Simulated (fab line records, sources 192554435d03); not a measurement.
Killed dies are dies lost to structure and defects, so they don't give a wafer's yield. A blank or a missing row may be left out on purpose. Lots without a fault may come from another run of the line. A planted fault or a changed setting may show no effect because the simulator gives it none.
fab line records | flow n5_finfet | part 2 of 2: steps 26 to 32 of 32
record lots=5 wafers=15 last_day=18
route steps=1938 shown BEOL_M0@745 BEOL_M1@751
lots that met no fault: from a run of the same line without faults
start_h: hours from the record's first day to the start of the lot's first wafer shown | wait_h: hours since the lot's step before | " the same as in the row above | L1.1+2: a row that stands for several wafers | - no value, or no start given | * or withheld: withheld | < > ~ a bound
route shown NAME@n: a module of which the file shows steps, and the number in the route of the first | usual: mean/standard deviation of fault-free wafers | same: alike in all rows | chamber/n: place in a boat | sites: the reading at each site | _std_site: their standard deviation | _edge_site: outer sites' mean less inner sites' | radius_mm: how far each site lies from the wafer's centre | mask NAME#n: copy n | behind: the tool/chamber that last shaped the wafer | hold: why the lot was held/for how many hours/how that ended | device: the transistor (n, p or np) that didn't switch | end of line: the same wafers' tests at the end of the route | a step without rows: its recipe alone | killed: dies lost to structure and defects at the first sort, not the wafer's yield | map: a wafer's dies, x killed, . not, _ none there
set.NAME: the setting as run; set.NAME@STEP: as run at that earlier step | model.NAME: the simulator's own value behind a step, which no gauge read
lots at some steps of the route; a table a step, a row a wafer
services: from which hour (start_h, from the record's first day; less than 0 if before it) a tool's chamber was out of use, for how many hours, and why
## steps
# step N5_BEOL_M1_ETCH_64
# recipe chemistry=N2/H2 target=SOC target_depth_a=750 overetch_a=150 mask_material=SiARC temp_c=40 time_s=112.5 ion_energy_ev=200 pressure_mtorr=30 source_w=840 bias_w=150 n2_flow_sccm=200 h2_flow_sccm=200
# usual drypump_motor_current_A=5.6/0.33 oes_product_au=0.62/0.077 rf_vpp_V=524.1/2.3 showerhead_plenum_p_Torr=2.55/0.085 throttle_valve_pct=17.79/0.21
# columns lot.wafer tool chamber start_h wait_h drypump_motor_current_A oes_product_au rf_hours_counter_h rf_vpp_V showerhead_plenum_p_Torr throttle_valve_pct
L078.2 rie_diel-05 1 166.13 0.0 5.1 0.68 37 524.9 2.59 17.56
L078.3 " 3 " " 6.3 0.78 1 527.9 2.73 17.86
L078.6 " 0 " " 5.3 0.59 - 522.8 2.52 17.64
L085.1 rie_diel-05 1 193.06 0.0 5.2 0.66 46 525.9 2.58 17.60
L085.4 " 2 " " 5.9 0.58 164 525.1 2.53 17.54
L085.6 " 2 " " 5.9 0.58 - 524.8 2.53 17.53
L086.1 rie_diel-05 3 201.61 0.0 6.3 0.74 10 527.9 2.72 17.89
L086.4 " 0 " " 5.3 0.57 180 522.7 2.52 17.68
L086.5 " 3 " " 6.3 0.74 - 526.4 2.72 17.89
L090.3 rie_diel-05 0 221.76 0.0 5.3 0.57 182 524.7 2.52 17.68
L090.4 " 2 " " 5.9 0.58 167 523.3 2.52 17.55
L090.5 " 0 " " 5.3 0.58 - 523.1 2.52 17.66
L097.1 rie_diel-04 3 268.22 0.0 5.5 0.55 241 519.2 2.40 18.20
L097.4 " 0 " " 5.7 0.56 207 523.5 2.50 18.09
L097.5 " 3 " " 5.5 0.55 - 520.7 2.40 18.18
# step N5_BEOL_M1_STRIP_65
# recipe chemistry=N2/H2 temp_c=40 n2_flow_sccm=200 h2_flow_sccm=200 rf_frequency_hz=6e+07
# columns lot.wafer tool chamber start_h wait_h
L078.2+3+6 rie_diel-05 1,3,0 166.24 0.1
L085.1+4+6 rie_diel-05 1,2,2 193.17 0.1
L086.1+4+5 rie_diel-05 3,0,3 201.72 0.1
L090.3+4+5 rie_diel-05 0,2,0 221.87 0.1
L097.1+4+5 rie_diel-04 3,0,3 268.32 0.1
# step N5_BEOL_M1_STRIP_75
# recipe chemistry=N2/H2 temp_c=40 n2_flow_sccm=200 h2_flow_sccm=200 rf_frequency_hz=6e+07
# columns lot.wafer tool chamber start_h wait_h
L078.2+3+6 rie_diel-05 1,3,0 166.25 0.0
L085.1+4+6 rie_diel-05 1,2,2 193.18 0.0
L086.1+4+5 rie_diel-05 3,0,3 201.73 0.0
L090.3+4+5 rie_diel-05 0,2,0 221.88 0.0
L097.1+4+5 rie_diel-04 3,0,3 268.33 0.0
# step N5_BEOL_M1_STRIP_66
# recipe chemistry=CF4 resist=SiARC power_w=300 bias_power_w=75 pressure_mtorr=50 cf4_flow_sccm=150 rf_frequency_hz=6e+07
# usual drypump_motor_current_A=5.6/0.34 oes_product_au=0.77/0.096 rf_vpp_V=271.3/1.5 showerhead_plenum_p_Torr=1.80/0.053 throttle_valve_pct=13.57/0.24
# columns lot.wafer tool chamber start_h wait_h drypump_motor_current_A oes_product_au rf_hours_counter_h rf_vpp_V showerhead_plenum_p_Torr throttle_valve_pct
L078.2 rie_diel-05 1 166.26 0.0 5.1 0.85 37 272.2 1.84 13.40
L078.3 " 3 " " 6.3 0.99 1 274.8 1.91 13.47
L078.6 " 0 " " 5.3 0.73 - 269.7 1.78 13.57
L085.1 rie_diel-05 1 193.19 0.0 5.1 0.84 46 272.2 1.84 13.42
L085.4 " 2 " " 5.8 0.73 164 270.0 1.78 13.44
L085.6 " 2 " " 5.8 0.72 - 270.3 1.78 13.43
L086.1 rie_diel-05 3 201.74 0.0 6.3 0.93 10 273.5 1.90 13.47
L086.4 " 0 " " 5.3 0.72 180 271.2 1.78 13.59
L086.5 " 3 " " 6.3 0.93 - 272.9 1.90 13.47
L090.3 rie_diel-05 0 221.89 0.0 5.3 0.71 182 271.0 1.78 13.60
L090.4 " 2 " " 5.9 0.73 167 269.9 1.78 13.44
L090.5 " 0 " " 5.3 0.71 - 270.6 1.78 13.60
L097.1 rie_diel-04 3 268.34 0.0 5.5 0.69 241 268.1 1.70 14.03
L097.4 " 0 " " 5.7 0.71 207 272.0 1.77 13.97
L097.5 " 3 " " 5.5 0.69 - 268.0 1.70 14.03
# step N5_BEOL_M1_HM_OPEN_17
# recipe chemistry=Cl2/BCl3 target_depth_a=200 overetch_a=60 target=TiN mask_material=SOC ion_energy_ev=150 pressure_mtorr=10 icp_w=1000 bias_w=126 Cl2_flow_sccm=53.25 bcl3_flow_sccm=21.75 Ar_flow_sccm=25
# usual drypump_motor_current_A=5.8/0.47 he_backside_leak_sccm=3.32/0.18 mfc_cl2_sccm=53.25/0.17 oes_product_au=0.71/0.069 throttle_valve_pct=22.19/0.23
# columns lot.wafer tool chamber start_h wait_h drypump_motor_current_A he_backside_leak_sccm mfc_cl2_sccm oes_product_au rf_hours_counter_h throttle_valve_pct
L078.2 rie_metal-02 1 166.30 0.0 6.4 3.21 53.35 0.77 11 22.17
L078.3 " 1 " " 6.4 3.20 52.96 0.78 - 22.16
L078.6 " 1 " " 6.4 3.24 53.50 0.77 - 22.16
L085.1 rie_metal-03 0 193.23 0.0 5.7 3.36 53.27 0.78 8 22.02
L085.4 " 1 " " 5.8 3.11 52.98 0.77 - 21.89
L085.6 " 0 " " 5.7 3.49 53.23 0.78 - 22.03
L086.1 rie_metal-01 0 201.78 0.0 5.7 3.10 53.43 0.65 59 22.05
L086.4 " 1 " " 6.3 3.49 53.31 0.60 - 22.65
L086.5 " 1 " " 6.2 3.51 53.14 0.59 - 22.62
L090.3 rie_metal-02 1 221.96 0.1 6.4 3.21 53.43 0.77 - 22.15
L090.4 " 0 " " 5.1 3.72 53.17 0.72 - 22.32
L090.5 " 0 " " 5.1 3.50 53.09 0.72 - 22.31
L097.1 rie_metal-03 0 268.38 0.0 5.7 3.54 53.25 0.77 12 22.02
L097.4 " 1 " " 5.8 3.12 53.32 0.76 - 21.89
L097.5 " 0 " " 5.7 3.62 53.33 0.77 - 22.02
# step N5_BEOL_M1_STRIP_19
# recipe chemistry=O2 power_w=400 temp_c=40 pressure_mtorr=30 rf_frequency_hz=6e+07 bias_power_w=0 overash_fraction=0.2 o2_flow_sccm=225
# usual drypump_motor_current_A=5.6/0.32 oes_product_au=0.77/0.094 rf_vpp_V=3.6/0.48 showerhead_plenum_p_Torr=2.10/0.064 throttle_valve_pct=16.64/0.21
# columns lot.wafer tool chamber start_h wait_h drypump_motor_current_A oes_product_au rf_hours_counter_h rf_vpp_V showerhead_plenum_p_Torr throttle_valve_pct
L078.2 rie_diel-05 2 166.51 0.2 5.9 0.72 155 3.3 2.08 16.46
L078.3 " 3 " " 6.3 0.98 1 3.6 2.23 16.59
L078.6 " 3 " " 6.3 0.98 - 4.0 2.23 16.58
L085.1 rie_diel-02 1 193.34 0.1 5.9 0.67 241 3.6 2.17 16.78
L085.4 " 1 " " 5.8 0.67 - 4.1 2.17 16.79
L085.6 " 2 " " 5.7 0.66 - 3.9 2.14 16.71
L086.1 rie_diel-02 0 201.89 0.1 5.3 0.72 188 2.9 2.00 16.80
L086.4 " 2 " " 5.7 0.66 - 3.2 2.14 16.73
L086.5 " 0 " " 5.3 0.72 - 4.4 2.00 16.81
L090.3 rie_diel-02 1 222.04 0.1 5.9 0.67 249 3.0 2.16 16.80
L090.4 " 1 " " 5.9 0.67 - 4.2 2.16 16.82
L090.5 " 0 " " 5.3 0.71 - 3.8 2.00 16.80
L097.1 rie_diel-04 2 268.49 0.1 5.8 0.93 11 4.5 2.05 16.20
L097.4 " 1 " " 5.9 0.72 193 4.1 2.15 16.55
L097.5 " 1 " " 5.9 0.71 - 3.4 2.15 16.57
# step N5_BEOL_M1_CD_MEAS_18
# recipe pitch_nm=36 target_cd_nm=18
# usual cd_nm=18.0/0.36
# columns lot.wafer tool chamber start_h wait_h cd_nm
L078.2 cd_sem-01 - 166.58 0.1 18.2
L078.3 " - " " 17.9
L078.6 " - " " 18.0
L085.1 cd_sem-03 - 193.41 0.0 18.3
L085.4 " - " " 17.7
L085.6 " - " " 17.8
L086.1 cd_sem-02 - 201.96 0.0 17.4
L086.4 " - " " 17.9
L086.5 " - " " 17.3
L090.3 cd_sem-03 - 222.11 0.1 18.6
L090.4 " - " " 17.4
L090.5 " - " " 18.1
L097.1 cd_sem-02 - 268.56 0.0 17.8
L097.4 " - " " 18.2
L097.5 " - " " 17.8
## services
# columns tool chamber start_h hours kind
euv_scanner-01 - 143.27 1.0 pm
pecvd-03 - 143.45 0.3 repair
pecvd-03 - 154.35 1.2 repair
rie_diel-02 3 158.29 9.1 repair
pvd_sputter-02 - 159.51 2.8 repair
pecvd-01 - 164.59 14.6 pm
cvd_co-01 - 171.18 6.9 pm
euv_scanner-02 - 179.27 1.0 pm
rie_diel-02 1 189.70 2.6 repair
euv_scanner-01 - 190.64 1.0 pm
pecvd-03 - 203.07 0.6 repair
pvd_sputter-02 - 207.13 4.6 repair
rie_diel-04 0 207.73 1.7 repair
pecvd-02 - 213.43 0.8 repair
euv_scanner-02 - 235.42 1.0 pm
rie_metal-02 - 235.86 2.8 pm
rie_diel-04 2 240.24 10.5 repair
pecvd-03 2 241.42 8.2 repair
euv_scanner-01 - 246.79 1.0 pm
cvd_co-01 - 254.93 1.0 repair
rie_diel-02 - 257.01 2.8 pm
euv_scanner-01 - 259.74 0.7 repair
rie_diel-02 3 261.30 17.6 repair
euv_scanner-01 - 266.10 4.6 pm
